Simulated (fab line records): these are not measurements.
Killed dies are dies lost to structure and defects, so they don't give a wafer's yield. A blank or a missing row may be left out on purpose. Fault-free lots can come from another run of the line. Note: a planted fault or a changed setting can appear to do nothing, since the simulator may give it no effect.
What tool caused it? :: flow n5-finfet :: Sampling: 24 lots, 72 wafers, 6 of 1938 route steps

## WHAT THE GAUGES READ, wafer by wafer
N5_BEOL_M5_CD_MEAS_28: target cd 30.6 nm, target cd y 20 nm. Usual: 30.56 nm for cd-nm, sd 0.25.
lot: L074
measured: day 8 15:05
on: cd-sem-03
cd-nm (nm): 30.55 30.55 30.18
flag: 

lot: L076
measured: day 8 22:16
on: cd-sem-01
cd-nm (nm): 30.34 30.68 30.32
flag: 

lot: L075
measured: day 8 23:49
on: cd-sem-01
cd-nm (nm): 30.36 30.50 30.61
flag: 

lot: L077
measured: day 9 06:02
on: cd-sem-03
cd-nm (nm): 30.53 30.37 30.03
flag: 

lot: L078
measured: day 9 18:10
on: cd-sem-02
cd-nm (nm): 30.68 30.57 30.39
flag: 

lot: L079
measured: day 9 18:20
on: cd-sem-02
cd-nm (nm): 30.45 30.81 30.36
flag: 

lot: L080
measured: day 9 22:35
on: cd-sem-03
cd-nm (nm): 30.71 30.60 30.43
flag: 

lot: L081
measured: day 10 09:41
on: cd-sem-02
cd-nm (nm): 30.29 30.31 30.17
flag: 

lot: L083
measured: day 10 19:06
on: cd-sem-02
cd-nm (nm): 30.85 31.04 31.31
flag: 

lot: L082
measured: day 11 04:11
on: cd-sem-01
cd-nm (nm): 30.34 30.78 30.68
flag: 

lot: L084
measured: day 11 04:00
on: cd-sem-03
cd-nm (nm): 30.79 30.16 30.28
flag: 

lot: L085
measured: day 11 04:22
on: cd-sem-03
cd-nm (nm): 30.65 30.63 30.13
flag: 

lot: L087
measured: day 11 09:56
on: cd-sem-03
cd-nm (nm): 30.90 30.49 30.95
flag: 

lot: L086
measured: day 11 12:47
on: cd-sem-01
cd-nm (nm): 30.65 30.24 30.75
flag: 

lot: L089
measured: day 11 21:29
on: cd-sem-01
cd-nm (nm): 30.94 30.35 30.55
flag: 

lot: L088
measured: day 12 12:05
on: cd-sem-03
cd-nm (nm): 31.14 30.42 30.68
flag: 

lot: L090
measured: day 12 18:12
on: cd-sem-02
cd-nm (nm): 31.00 30.35 30.81
flag: 

lot: L091
measured: day 12 19:47
on: cd-sem-03
cd-nm (nm): 30.10 30.75 30.71
flag: 

lot: L092
measured: day 12 20:00
on: cd-sem-03
cd-nm (nm): 30.31 30.62 30.51
flag: 

lot: L093
measured: day 12 20:58
on: cd-sem-01
cd-nm (nm): 30.86 30.61 30.59
flag: 

lot: L094
measured: day 13 14:28
on: cd-sem-01
cd-nm (nm): 30.47 30.55 30.69
flag: 

lot: L095
measured: day 13 15:04
on: cd-sem-01
cd-nm (nm): 30.67 30.70 30.53
flag: 

lot: L096
measured: day 13 17:32
on: cd-sem-03
cd-nm (nm): 30.16 30.14 30.39
flag: 

lot: L097
measured: day 14 04:11
on: cd-sem-02
cd-nm (nm): 30.38 30.60 30.47
flag: 

N5_BEOL_M5_OCD_MEAS_38. Usual: 71.8 nm for trench-depth-nm, sd 1.3.
lot: L074
measured: day 8 15:37
on: ocd-01
trench-depth-nm (nm): 74.0 70.3 70.1
flag: 

lot: L076
measured: day 8 23:00
on: ocd-01
trench-depth-nm (nm): 72.4 72.9 71.9
flag: 

lot: L075
measured: day 9 00:48
on: ocd-01
trench-depth-nm (nm): 70.1 71.0 72.6
flag: 

lot: L077
measured: day 9 06:34
on: ocd-01
trench-depth-nm (nm): 72.0 74.0 70.7
flag: 

lot: L078
measured: day 9 18:55
on: ocd-01
trench-depth-nm (nm): 74.2 71.3 71.3
flag: 

lot: L079
measured: day 9 18:59
on: ocd-02
trench-depth-nm (nm): 71.7 71.2 70.5
flag: 

lot: L080
measured: day 9 23:08
on: ocd-02
trench-depth-nm (nm): 72.9 73.4 72.2
flag: 

lot: L081
measured: day 10 10:14
on: ocd-02
trench-depth-nm (nm): 72.1 72.5 72.7
flag: 

lot: L083
measured: day 10 19:39
on: ocd-02
trench-depth-nm (nm): 70.1 70.5 70.0
flag: 

lot: L082
measured: day 11 04:56
on: ocd-01
trench-depth-nm (nm): 73.4 71.4 73.5
flag: 

lot: L084
measured: day 11 04:32
on: ocd-01
trench-depth-nm (nm): 72.6 70.8 71.9
flag: 

lot: L085
measured: day 11 05:04
on: ocd-02
trench-depth-nm (nm): 71.1 72.6 70.2
flag: 

lot: L087
measured: day 11 10:42
on: ocd-02
trench-depth-nm (nm): 71.3 72.4 70.4
flag: 

lot: L086
measured: day 11 13:19
on: ocd-02
trench-depth-nm (nm): 70.2 71.9 69.9
flag: 

lot: L089
measured: day 11 22:02
on: ocd-01
trench-depth-nm (nm): 71.0 70.6 71.4
flag: 

lot: L088
measured: day 12 12:37
on: ocd-02
trench-depth-nm (nm): 70.6 72.2 70.8
flag: 

lot: L090
measured: day 12 19:16
on: ocd-02
trench-depth-nm (nm): 73.2 72.8 70.6
flag: 

lot: L091
measured: day 12 20:35
on: ocd-02
trench-depth-nm (nm): 70.1 69.3 72.1
flag: 

lot: L092
measured: day 12 20:37
on: ocd-01
trench-depth-nm (nm): 72.2 69.7 70.9
flag: 

lot: L093
measured: day 12 21:37
on: ocd-02
trench-depth-nm (nm): 71.9 72.6 71.1
flag: 

lot: L094
measured: day 13 15:03
on: ocd-02
trench-depth-nm (nm): 71.5 70.9 72.4
flag: 

lot: L095
measured: day 13 15:36
on: ocd-01
trench-depth-nm (nm): 73.5 72.3 70.4
flag: 

lot: L096
measured: day 13 18:07
on: ocd-01
trench-depth-nm (nm): 72.2 72.5 71.1
flag: 

lot: L097
measured: day 14 04:44
on: ocd-02
trench-depth-nm (nm): 74.0 71.5 72.6
flag: 

## WHAT TOOL EACH LOT RAN ON (gives the tool, then ch and the chambers of the sampled wafers, and finally the start)
lot: L074
N5_BEOL_M4_SPUTTER_81: pvd-sputter-02, day 8 09:13
N5_BEOL_M4_SPUTTER_86: pvd-sputter-02, day 8 09:26
N5_BEOL_M4_SPUTTER_90: pvd-sputter-02, day 8 09:53
N5_BEOL_M5_VIA_ETCH_34: rie-diel-02 ch 0,1,3, day 8 15:23

lot: L076
N5_BEOL_M4_SPUTTER_81: pvd-sputter-03, day 8 14:28
N5_BEOL_M4_SPUTTER_86: pvd-sputter-03, day 8 14:41
N5_BEOL_M4_SPUTTER_90: pvd-sputter-03, day 8 15:07
N5_BEOL_M5_VIA_ETCH_34: rie-diel-06 ch 0,1, day 8 22:46

lot: L075
N5_BEOL_M4_SPUTTER_81: pvd-sputter-01, day 8 18:09
N5_BEOL_M4_SPUTTER_86: pvd-sputter-01, day 8 18:22
N5_BEOL_M4_SPUTTER_90: pvd-sputter-01, day 8 18:49
N5_BEOL_M5_VIA_ETCH_34: rie-diel-06 ch 0,1,3, day 9 00:34

lot: L077
N5_BEOL_M4_SPUTTER_81: pvd-sputter-02, day 9 00:35
N5_BEOL_M4_SPUTTER_86: pvd-sputter-02, day 9 00:49
N5_BEOL_M4_SPUTTER_90: pvd-sputter-02, day 9 01:15
N5_BEOL_M5_VIA_ETCH_34: rie-diel-04 ch 1,2, day 9 06:20

lot: L078
N5_BEOL_M4_SPUTTER_81: pvd-sputter-01, day 9 11:25
N5_BEOL_M4_SPUTTER_86: pvd-sputter-01, day 9 11:38
N5_BEOL_M4_SPUTTER_90: pvd-sputter-01, day 9 12:05
N5_BEOL_M5_VIA_ETCH_34: rie-diel-04 ch 1,2,3, day 9 18:41

lot: L079
N5_BEOL_M4_SPUTTER_81: pvd-sputter-03, day 9 11:34
N5_BEOL_M4_SPUTTER_86: pvd-sputter-03, day 9 11:47
N5_BEOL_M4_SPUTTER_90: pvd-sputter-03, day 9 12:14
N5_BEOL_M5_VIA_ETCH_34: rie-diel-06 ch 0,1,3, day 9 18:45

lot: L080
N5_BEOL_M4_SPUTTER_81: pvd-sputter-03, day 9 14:44
N5_BEOL_M4_SPUTTER_86: pvd-sputter-03, day 9 14:57
N5_BEOL_M4_SPUTTER_90: pvd-sputter-03, day 9 15:23
N5_BEOL_M5_VIA_ETCH_34: rie-diel-06 ch 1,2, day 9 22:53

lot: L081
N5_BEOL_M4_SPUTTER_81: pvd-sputter-01, day 10 02:30
N5_BEOL_M4_SPUTTER_86: pvd-sputter-01, day 10 02:43
N5_BEOL_M4_SPUTTER_90: pvd-sputter-01, day 10 03:10
N5_BEOL_M5_VIA_ETCH_34: rie-diel-06 ch 0,2, day 10 09:59

lot: L083
N5_BEOL_M4_SPUTTER_81: pvd-sputter-03, day 10 10:28
N5_BEOL_M4_SPUTTER_86: pvd-sputter-03, day 10 10:41
N5_BEOL_M4_SPUTTER_90: pvd-sputter-03, day 10 11:07
N5_BEOL_M5_VIA_ETCH_34: rie-diel-04 ch 1,3, day 10 19:24

lot: L082
N5_BEOL_M4_SPUTTER_81: pvd-sputter-03, day 10 18:08
N5_BEOL_M4_SPUTTER_86: pvd-sputter-03, day 10 18:22
N5_BEOL_M4_SPUTTER_90: pvd-sputter-03, day 10 18:48
N5_BEOL_M5_VIA_ETCH_34: rie-diel-04 ch 1,2, day 11 04:41

lot: L084
N5_BEOL_M4_SPUTTER_81: pvd-sputter-01, day 10 19:30
N5_BEOL_M4_SPUTTER_86: pvd-sputter-01, day 10 19:43
N5_BEOL_M4_SPUTTER_90: pvd-sputter-01, day 10 20:10
N5_BEOL_M5_VIA_ETCH_34: rie-diel-04 ch 0,3, day 11 04:18

lot: L085
N5_BEOL_M4_SPUTTER_81: pvd-sputter-03, day 10 21:40
N5_BEOL_M4_SPUTTER_86: pvd-sputter-03, day 10 21:53
N5_BEOL_M4_SPUTTER_90: pvd-sputter-03, day 10 22:19
N5_BEOL_M5_VIA_ETCH_34: rie-diel-02 ch 0,2,3, day 11 04:49

lot: L087
N5_BEOL_M4_SPUTTER_81: pvd-sputter-01, day 10 23:19
N5_BEOL_M4_SPUTTER_86: pvd-sputter-01, day 10 23:32
N5_BEOL_M4_SPUTTER_90: pvd-sputter-01, day 10 23:59
N5_BEOL_M5_VIA_ETCH_34: rie-diel-02 ch 0,1,3, day 11 10:28

lot: L086
N5_BEOL_M4_SPUTTER_81: pvd-sputter-03, day 11 07:08
N5_BEOL_M4_SPUTTER_86: pvd-sputter-03, day 11 07:22
N5_BEOL_M4_SPUTTER_90: pvd-sputter-03, day 11 07:48
N5_BEOL_M5_VIA_ETCH_34: rie-diel-02 ch 0,2, day 11 13:05

lot: L089
N5_BEOL_M4_SPUTTER_81: pvd-sputter-01, day 11 14:51
N5_BEOL_M4_SPUTTER_86: pvd-sputter-01, day 11 15:04
N5_BEOL_M4_SPUTTER_90: pvd-sputter-01, day 11 15:31
N5_BEOL_M5_VIA_ETCH_34: rie-diel-02 ch 1,2, day 11 21:47

lot: L088
N5_BEOL_M4_SPUTTER_81: pvd-sputter-01, day 12 05:36
N5_BEOL_M4_SPUTTER_86: pvd-sputter-01, day 12 05:49
N5_BEOL_M4_SPUTTER_90: pvd-sputter-01, day 12 06:16
N5_BEOL_M5_VIA_ETCH_34: rie-diel-06 ch 0,1,3, day 12 12:23

lot: L090
N5_BEOL_M4_SPUTTER_81: pvd-sputter-01, day 12 08:56
N5_BEOL_M4_SPUTTER_86: pvd-sputter-01, day 12 09:10
N5_BEOL_M4_SPUTTER_90: pvd-sputter-01, day 12 09:36
N5_BEOL_M5_VIA_ETCH_34: rie-diel-06 ch 1,2,3, day 12 19:01

lot: L091
N5_BEOL_M4_SPUTTER_81: pvd-sputter-01, day 12 12:50
N5_BEOL_M4_SPUTTER_86: pvd-sputter-01, day 12 13:04
N5_BEOL_M4_SPUTTER_90: pvd-sputter-01, day 12 13:30
N5_BEOL_M5_VIA_ETCH_34: rie-diel-04 ch 0,1,3, day 12 20:21

lot: L092
N5_BEOL_M4_SPUTTER_81: pvd-sputter-03, day 12 13:24
N5_BEOL_M4_SPUTTER_86: pvd-sputter-03, day 12 13:37
N5_BEOL_M4_SPUTTER_90: pvd-sputter-03, day 12 14:04
N5_BEOL_M5_VIA_ETCH_34: rie-diel-06 ch 0,1,3, day 12 20:22

lot: L093
N5_BEOL_M4_SPUTTER_81: pvd-sputter-02, day 12 14:26
N5_BEOL_M4_SPUTTER_86: pvd-sputter-02, day 12 14:39
N5_BEOL_M4_SPUTTER_90: pvd-sputter-02, day 12 15:05
N5_BEOL_M5_VIA_ETCH_34: rie-diel-02 ch 1,3, day 12 21:23

lot: L094
N5_BEOL_M4_SPUTTER_81: pvd-sputter-02, day 13 07:42
N5_BEOL_M4_SPUTTER_86: pvd-sputter-02, day 13 07:55
N5_BEOL_M4_SPUTTER_90: pvd-sputter-02, day 13 08:22
N5_BEOL_M5_VIA_ETCH_34: rie-diel-02 ch 0,3, day 13 14:49

lot: L095
N5_BEOL_M4_SPUTTER_81: pvd-sputter-01, day 13 09:23
N5_BEOL_M4_SPUTTER_86: pvd-sputter-01, day 13 09:37
N5_BEOL_M4_SPUTTER_90: pvd-sputter-01, day 13 10:03
N5_BEOL_M5_VIA_ETCH_34: rie-diel-02 ch 0,2,3, day 13 15:22

lot: L096
N5_BEOL_M4_SPUTTER_81: pvd-sputter-01, day 13 11:43
N5_BEOL_M4_SPUTTER_86: pvd-sputter-01, day 13 11:56
N5_BEOL_M4_SPUTTER_90: pvd-sputter-01, day 13 12:22
N5_BEOL_M5_VIA_ETCH_34: rie-diel-02 ch 0,1,3, day 13 17:52

lot: L097
N5_BEOL_M4_SPUTTER_81: pvd-sputter-03, day 13 19:31
N5_BEOL_M4_SPUTTER_86: pvd-sputter-03, day 13 19:44
N5_BEOL_M4_SPUTTER_90: pvd-sputter-03, day 13 20:10
N5_BEOL_M5_VIA_ETCH_34: rie-diel-06 ch 0,1,2, day 14 04:29
- N5_BEOL_M4_SPUTTER_81: material Cu, target thk 4.5 nm, time 8.29 s.
- N5_BEOL_M4_SPUTTER_86: material Cu, target thk 4.5 nm, time 8.29 s.
- N5_BEOL_M4_SPUTTER_90: material Cu, target thk 4.5 nm, time 8.29 s.
- N5_BEOL_M5_VIA_ETCH_34: etches SiCOH lowk in C4F6/O2, target depth 88.3 nm, time 39.2 s.

## AS READ BY THE TOOLS THEMSELVES (means over the sampled wafers that have a number; for cases with no such wafer, the mark the record gives instead)
N5_BEOL_M4_SPUTTER_81. Usual: 29.8 % for throttle-valve-pct, sd 1.2.
lot: L074
tool: pvd-sputter-02
throttle-valve-pct (%): 29.7
flag: 

lot: L076
tool: pvd-sputter-03
throttle-valve-pct (%): 29.8
flag: 

lot: L075
tool: pvd-sputter-01
throttle-valve-pct (%): 28.2
flag: 

lot: L077
tool: pvd-sputter-02
throttle-valve-pct (%): 29.4
flag: 

lot: L078
tool: pvd-sputter-01
throttle-valve-pct (%): 30.2
flag: 

lot: L079
tool: pvd-sputter-03
throttle-valve-pct (%): 29.7
flag: 

lot: L080
tool: pvd-sputter-03
throttle-valve-pct (%): 30.0
flag: 

lot: L081
tool: pvd-sputter-01
throttle-valve-pct (%): 28.2
flag: 

lot: L083
tool: pvd-sputter-03
throttle-valve-pct (%): 30.1
flag: 

lot: L082
tool: pvd-sputter-03
throttle-valve-pct (%): 29.9
flag: 

lot: L084
tool: pvd-sputter-01
throttle-valve-pct (%): 30.2
flag: 

lot: L085
tool: pvd-sputter-03
throttle-valve-pct (%): 29.9
flag: 

lot: L087
tool: pvd-sputter-01
throttle-valve-pct (%): 31.4
flag: 

lot: L086
tool: pvd-sputter-03
throttle-valve-pct (%): 30.2
flag: 

lot: L089
tool: pvd-sputter-01
throttle-valve-pct (%): 31.6
flag: 

lot: L088
tool: pvd-sputter-01
throttle-valve-pct (%): 30.2
flag: 

lot: L090
tool: pvd-sputter-01
throttle-valve-pct (%): 31.2
flag: 

lot: L091
tool: pvd-sputter-01
throttle-valve-pct (%): 30.1
flag: 

lot: L092
tool: pvd-sputter-03
throttle-valve-pct (%): 29.7
flag: 

lot: L093
tool: pvd-sputter-02
throttle-valve-pct (%): 30.2
flag: 

lot: L094
tool: pvd-sputter-02
throttle-valve-pct (%): 29.6
flag: 

lot: L095
tool: pvd-sputter-01
throttle-valve-pct (%): 29.2
flag: 

lot: L096
tool: pvd-sputter-01
throttle-valve-pct (%): 29.3
flag: 

lot: L097
tool: pvd-sputter-03
throttle-valve-pct (%): 29.6
flag: 

N5_BEOL_M4_SPUTTER_86. Usual: 29.8 % for throttle-valve-pct, sd 1.2.
lot: L074
tool: pvd-sputter-02
throttle-valve-pct (%): 29.7
flag: 

lot: L076
tool: pvd-sputter-03
throttle-valve-pct (%): 29.8
flag: 

lot: L075
tool: pvd-sputter-01
throttle-valve-pct (%): 28.2
flag: 

lot: L077
tool: pvd-sputter-02
throttle-valve-pct (%): 29.3
flag: 

lot: L078
tool: pvd-sputter-01
throttle-valve-pct (%): 30.2
flag: 

lot: L079
tool: pvd-sputter-03
throttle-valve-pct (%): 29.7
flag: 

lot: L080
tool: pvd-sputter-03
throttle-valve-pct (%): 29.8
flag: 

lot: L081
tool: pvd-sputter-01
throttle-valve-pct (%): 28.2
flag: 

lot: L083
tool: pvd-sputter-03
throttle-valve-pct (%): 30.3
flag: 

lot: L082
tool: pvd-sputter-03
throttle-valve-pct (%): 29.8
flag: 

lot: L084
tool: pvd-sputter-01
throttle-valve-pct (%): 30.2
flag: 

lot: L085
tool: pvd-sputter-03
throttle-valve-pct (%): 30.0
flag: 

lot: L087
tool: pvd-sputter-01
throttle-valve-pct (%): 31.4
flag: 

lot: L086
tool: pvd-sputter-03
throttle-valve-pct (%): 30.4
flag: 

lot: L089
tool: pvd-sputter-01
throttle-valve-pct (%): 31.6
flag: 

lot: L088
tool: pvd-sputter-01
throttle-valve-pct (%): 30.2
flag: 

lot: L090
tool: pvd-sputter-01
throttle-valve-pct (%): 31.4
flag: 

lot: L091
tool: pvd-sputter-01
throttle-valve-pct (%): 30.1
flag: 

lot: L092
tool: pvd-sputter-03
throttle-valve-pct (%): 29.7
flag: 

lot: L093
tool: pvd-sputter-02
throttle-valve-pct (%): 30.3
flag: 

lot: L094
tool: pvd-sputter-02
throttle-valve-pct (%): 29.6
flag: 

lot: L095
tool: pvd-sputter-01
throttle-valve-pct (%): 29.1
flag: 

lot: L096
tool: pvd-sputter-01
throttle-valve-pct (%): 29.3
flag: 

lot: L097
tool: pvd-sputter-03
throttle-valve-pct (%): 29.5
flag: 

N5_BEOL_M4_SPUTTER_90. Usual: 29.8 % for throttle-valve-pct, sd 1.2.
lot: L074
tool: pvd-sputter-02
throttle-valve-pct (%): 29.7
flag: 

lot: L076
tool: pvd-sputter-03
throttle-valve-pct (%): 29.8
flag: 

lot: L075
tool: pvd-sputter-01
throttle-valve-pct (%): 28.1
flag: 

lot: L077
tool: pvd-sputter-02
throttle-valve-pct (%): 29.3
flag: 

lot: L078
tool: pvd-sputter-01
throttle-valve-pct (%): 30.3
flag: 

lot: L079
tool: pvd-sputter-03
throttle-valve-pct (%): 29.4
flag: 

lot: L080
tool: pvd-sputter-03
throttle-valve-pct (%): 30.0
flag: 

lot: L081
tool: pvd-sputter-01
throttle-valve-pct (%): 28.1
flag: 

lot: L083
tool: pvd-sputter-03
throttle-valve-pct (%): 30.2
flag: 

lot: L082
tool: pvd-sputter-03
throttle-valve-pct (%): 29.9
flag: 

lot: L084
tool: pvd-sputter-01
throttle-valve-pct (%): 30.1
flag: 

lot: L085
tool: pvd-sputter-03
throttle-valve-pct (%): 30.1
flag: 

lot: L087
tool: pvd-sputter-01
throttle-valve-pct (%): 31.4
flag: 

lot: L086
tool: pvd-sputter-03
throttle-valve-pct (%): 30.3
flag: 

lot: L089
tool: pvd-sputter-01
throttle-valve-pct (%): 31.7
flag: 

lot: L088
tool: pvd-sputter-01
throttle-valve-pct (%): 30.3
flag: 

lot: L090
tool: pvd-sputter-01
throttle-valve-pct (%): 31.4
flag: 

lot: L091
tool: pvd-sputter-01
throttle-valve-pct (%): 30.3
flag: 

lot: L092
tool: pvd-sputter-03
throttle-valve-pct (%): 29.6
flag: 

lot: L093
tool: pvd-sputter-02
throttle-valve-pct (%): 30.2
flag: 

lot: L094
tool: pvd-sputter-02
throttle-valve-pct (%): 29.7
flag: 

lot: L095
tool: pvd-sputter-01
throttle-valve-pct (%): 29.2
flag: 

lot: L096
tool: pvd-sputter-01
throttle-valve-pct (%): 29.3
flag: 

lot: L097
tool: pvd-sputter-03
throttle-valve-pct (%): 29.5
flag: 

N5_BEOL_M5_VIA_ETCH_34. Usual: C4F6_flow_sccm 10.00 sccm, standard deviation 0.032; drypump-motor-current-A 5.4 A, standard deviation 0.48; oes_ar_750_au 0.83 a.u., standard deviation 0.096; oes-product-au 0.83 a.u., standard deviation 0.1; rf-vpp-V 668 V, standard deviation 15; showerhead-plenum-p-Torr 2.90 Torr, standard deviation 0.098; throttle-valve-pct 20.81 %, standard deviation 0.26.
lot: L074
tool: rie-diel-02
C4F6_flow_sccm (sccm): 9.98
drypump-motor-current-A (A): 5.9
oes_ar_750_au (a.u.): 0.77
oes-product-au (a.u.): 0.78
rf-vpp-V (V): 670
showerhead-plenum-p-Torr (Torr): 2.87
throttle-valve-pct (%): 20.83
flag: 

lot: L076
tool: rie-diel-06
C4F6_flow_sccm (sccm): 9.97
drypump-motor-current-A (A): 5.1
oes_ar_750_au (a.u.): 0.79
oes-product-au (a.u.): 0.80
rf-vpp-V (V): 652
showerhead-plenum-p-Torr (Torr): 2.73
throttle-valve-pct (%): 20.94
flag: 

lot: L075
tool: rie-diel-06
C4F6_flow_sccm (sccm): 9.99
drypump-motor-current-A (A): 5.1
oes_ar_750_au (a.u.): 0.79
oes-product-au (a.u.): 0.78
rf-vpp-V (V): 661
showerhead-plenum-p-Torr (Torr): 2.80
throttle-valve-pct (%): 20.89
flag: 

lot: L077
tool: rie-diel-04
C4F6_flow_sccm (sccm): 9.99
drypump-motor-current-A (A): 5.3
oes_ar_750_au (a.u.): 0.78
oes-product-au (a.u.): 0.79
rf-vpp-V (V): 661
showerhead-plenum-p-Torr (Torr): 2.84
throttle-valve-pct (%): 20.63
flag: 

lot: L078
tool: rie-diel-04
C4F6_flow_sccm (sccm): 9.97
drypump-motor-current-A (A): 5.4
oes_ar_750_au (a.u.): 0.76
oes-product-au (a.u.): 0.78
rf-vpp-V (V): 672
showerhead-plenum-p-Torr (Torr): 2.88
throttle-valve-pct (%): 20.89
flag: 

lot: L079
tool: rie-diel-06
C4F6_flow_sccm (sccm): 10.00
drypump-motor-current-A (A): 5.1
oes_ar_750_au (a.u.): 0.78
oes-product-au (a.u.): 0.78
rf-vpp-V (V): 660
showerhead-plenum-p-Torr (Torr): 2.80
throttle-valve-pct (%): 20.89
flag: 

lot: L080
tool: rie-diel-06
C4F6_flow_sccm (sccm): 10.00
drypump-motor-current-A (A): 5.0
oes_ar_750_au (a.u.): 0.92
oes-product-au (a.u.): 0.91
rf-vpp-V (V): 655
showerhead-plenum-p-Torr (Torr): 2.94
throttle-valve-pct (%): 20.82
flag: 

lot: L081
tool: rie-diel-06
C4F6_flow_sccm (sccm): 10.01
drypump-motor-current-A (A): 4.7
oes_ar_750_au (a.u.): 0.86
oes-product-au (a.u.): 0.86
rf-vpp-V (V): 664
showerhead-plenum-p-Torr (Torr): 2.91
throttle-valve-pct (%): 20.91
flag: 

lot: L083
tool: rie-diel-04
C4F6_flow_sccm (sccm): 10.04
drypump-motor-current-A (A): 5.7
oes_ar_750_au (a.u.): 0.71
oes-product-au (a.u.): 0.71
rf-vpp-V (V): 673
showerhead-plenum-p-Torr (Torr): 2.89
throttle-valve-pct (%): 21.19
flag: 

lot: L082
tool: rie-diel-04
C4F6_flow_sccm (sccm): 10.00
drypump-motor-current-A (A): 5.3
oes_ar_750_au (a.u.): 0.80
oes-product-au (a.u.): 0.81
rf-vpp-V (V): 671
showerhead-plenum-p-Torr (Torr): 2.86
throttle-valve-pct (%): 20.60
flag: 

lot: L084
tool: rie-diel-04
C4F6_flow_sccm (sccm): 10.01
drypump-motor-current-A (A): 5.7
oes_ar_750_au (a.u.): 0.83
oes-product-au (a.u.): 0.83
rf-vpp-V (V): 667
showerhead-plenum-p-Torr (Torr): 2.90
throttle-valve-pct (%): 20.86
flag: 

lot: L085
tool: rie-diel-02
C4F6_flow_sccm (sccm): 10.00
drypump-motor-current-A (A): 5.7
oes_ar_750_au (a.u.): 0.84
oes-product-au (a.u.): 0.83
rf-vpp-V (V): 674
showerhead-plenum-p-Torr (Torr): 2.95
throttle-valve-pct (%): 20.88
flag: 

lot: L087
tool: rie-diel-02
C4F6_flow_sccm (sccm): 9.98
drypump-motor-current-A (A): 5.9
oes_ar_750_au (a.u.): 0.92
oes-product-au (a.u.): 0.93
rf-vpp-V (V): 675
showerhead-plenum-p-Torr (Torr): 2.98
throttle-valve-pct (%): 20.59
flag: 

lot: L086
tool: rie-diel-02
C4F6_flow_sccm (sccm): 10.01
drypump-motor-current-A (A): 5.6
oes_ar_750_au (a.u.): 0.76
oes-product-au (a.u.): 0.75
rf-vpp-V (V): 677
showerhead-plenum-p-Torr (Torr): 2.96
throttle-valve-pct (%): 21.06
flag: 

lot: L089
tool: rie-diel-02
C4F6_flow_sccm (sccm): 10.01
drypump-motor-current-A (A): 5.8
oes_ar_750_au (a.u.): 0.87
oes-product-au (a.u.): 0.88
rf-vpp-V (V): 684
showerhead-plenum-p-Torr (Torr): 3.02
throttle-valve-pct (%): 20.72
flag: 

lot: L088
tool: rie-diel-06
C4F6_flow_sccm (sccm): 9.99
drypump-motor-current-A (A): 5.1
oes_ar_750_au (a.u.): 0.76
oes-product-au (a.u.): 0.75
rf-vpp-V (V): 660
showerhead-plenum-p-Torr (Torr): 2.79
throttle-valve-pct (%): 20.93
flag: 

lot: L090
tool: rie-diel-06
C4F6_flow_sccm (sccm): 9.99
drypump-motor-current-A (A): 5.1
oes_ar_750_au (a.u.): 0.81
oes-product-au (a.u.): 0.80
rf-vpp-V (V): 661
showerhead-plenum-p-Torr (Torr): 2.90
throttle-valve-pct (%): 20.86
flag: 

lot: L091
tool: rie-diel-04
C4F6_flow_sccm (sccm): 10.00
drypump-motor-current-A (A): 5.6
oes_ar_750_au (a.u.): 0.77
oes-product-au (a.u.): 0.77
rf-vpp-V (V): 663
showerhead-plenum-p-Torr (Torr): 2.88
throttle-valve-pct (%): 20.93
flag: 

lot: L092
tool: rie-diel-06
C4F6_flow_sccm (sccm): 10.00
drypump-motor-current-A (A): 5.1
oes_ar_750_au (a.u.): 0.76
oes-product-au (a.u.): 0.75
rf-vpp-V (V): 660
showerhead-plenum-p-Torr (Torr): 2.79
throttle-valve-pct (%): 20.93
flag: 

lot: L093
tool: rie-diel-02
C4F6_flow_sccm (sccm): 10.00
drypump-motor-current-A (A): 5.9
oes_ar_750_au (a.u.): 0.91
oes-product-au (a.u.): 0.90
rf-vpp-V (V): 677
showerhead-plenum-p-Torr (Torr): 2.95
throttle-valve-pct (%): 20.68
flag: 

lot: L094
tool: rie-diel-02
C4F6_flow_sccm (sccm): 10.01
drypump-motor-current-A (A): 5.9
oes_ar_750_au (a.u.): 0.88
oes-product-au (a.u.): 0.88
rf-vpp-V (V): 671
showerhead-plenum-p-Torr (Torr): 2.92
throttle-valve-pct (%): 20.73
flag: 

lot: L095
tool: rie-diel-02
C4F6_flow_sccm (sccm): 10.01
drypump-motor-current-A (A): 5.8
oes_ar_750_au (a.u.): 0.91
oes-product-au (a.u.): 0.92
rf-vpp-V (V): 674
showerhead-plenum-p-Torr (Torr): 2.94
throttle-valve-pct (%): 20.79
flag: 

lot: L096
tool: rie-diel-02
C4F6_flow_sccm (sccm): 9.96
drypump-motor-current-A (A): 5.9
oes_ar_750_au (a.u.): 0.88
oes-product-au (a.u.): 0.88
rf-vpp-V (V): 674
showerhead-plenum-p-Torr (Torr): 2.97
throttle-valve-pct (%): 20.61
flag: 

lot: L097
tool: rie-diel-06
C4F6_flow_sccm (sccm): 10.02
drypump-motor-current-A (A): 5.1
oes_ar_750_au (a.u.): 0.80
oes-product-au (a.u.): 0.80
rf-vpp-V (V): 653
showerhead-plenum-p-Torr (Torr): 2.83
throttle-valve-pct (%): 20.94
flag: 

## THE ANSWER, worked out from the rows above alone
Rule: lot off if the mean of its wafers having a number is beyond 3 standard deviations from the usual mean. A lot without any number at a reading at which 4 lots or more have one is off too. The other lots that the step has rows for count as sound. The gauges are gone through in route order, then the tools' own readings, and for those a lot's mean is taken as printed above. At the first step where some lot is off, the reading lying furthest off is the one used; lots without a number count as furthest.
No lot is off on any of the readings shown, so nothing can be concluded from this.

## WHAT WAS PUT IN BY THE SIMULATOR
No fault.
